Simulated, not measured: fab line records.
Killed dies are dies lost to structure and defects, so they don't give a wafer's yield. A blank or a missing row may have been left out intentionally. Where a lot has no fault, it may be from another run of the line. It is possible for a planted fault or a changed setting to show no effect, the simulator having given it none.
Chamber matching || flow n5 finfet || N5_MOL_CONTACT_COAG_ETCHBACK_134 on rie diel-01 has 4 sister chambers
The step etches SiO2 in CHF3, target depth 10 nm, time 6.7 s. 4 wafers are shown with their chamber, then 7 later ones without.

WAFERS WITH THEIR CHAMBER
{"wafer": "L090.2", "chamber": 0, "rf vpp V (V)": 494}
{"wafer": "L090.4", "chamber": 2, "rf vpp V (V)": 512}
{"wafer": "L091.4", "chamber": 1, "rf vpp V (V)": 537}
{"wafer": "L091.5", "chamber": 3, "rf vpp V (V)": 546}

WAFERS WITH NO CHAMBER GIVEN
{"wafer": "L091.6", "rf vpp V (V)": 511}
{"wafer": "L093.1", "rf vpp V (V)": 511}
{"wafer": "L093.2", "rf vpp V (V)": 536}
{"wafer": "L093.5", "rf vpp V (V)": 546}
{"wafer": "L096.3", "rf vpp V (V)": 513}
{"wafer": "L096.5", "rf vpp V (V)": 493}
{"wafer": "L096.6", "rf vpp V (V)": 546}

WHICH CHAMBER EACH WENT THROUGH
{"wafer": "L091.6", "from the rows above": 2, "in truth": 2}
{"wafer": "L093.1", "from the rows above": 2, "in truth": 2}
{"wafer": "L093.2", "from the rows above": 1, "in truth": 1}
{"wafer": "L093.5", "from the rows above": 3, "in truth": 3}
{"wafer": "L096.3", "from the rows above": 2, "in truth": 2}
{"wafer": "L096.5", "from the rows above": 0, "in truth": 0}
{"wafer": "L096.6", "from the rows above": 3, "in truth": 3}
7 of 7 placed correctly. Not placeable from these rows: 0. 0 placed wrongly.
How it was worked out, from the rows above alone: a wafer's distance from a chamber is the root of the sum, over the readings, of the square of ((its reading less the chamber's mean) divided by the reading's scatter). If the next closest chamber is less than 2 further off than the closest, the wafer can't be placed; otherwise it belongs to the closest. A chamber's mean is the mean of its shown wafers. The scatter: with one shown wafer a chamber, the root of the mean of the squares of how far each hidden wafer lies from its nearest shown one.
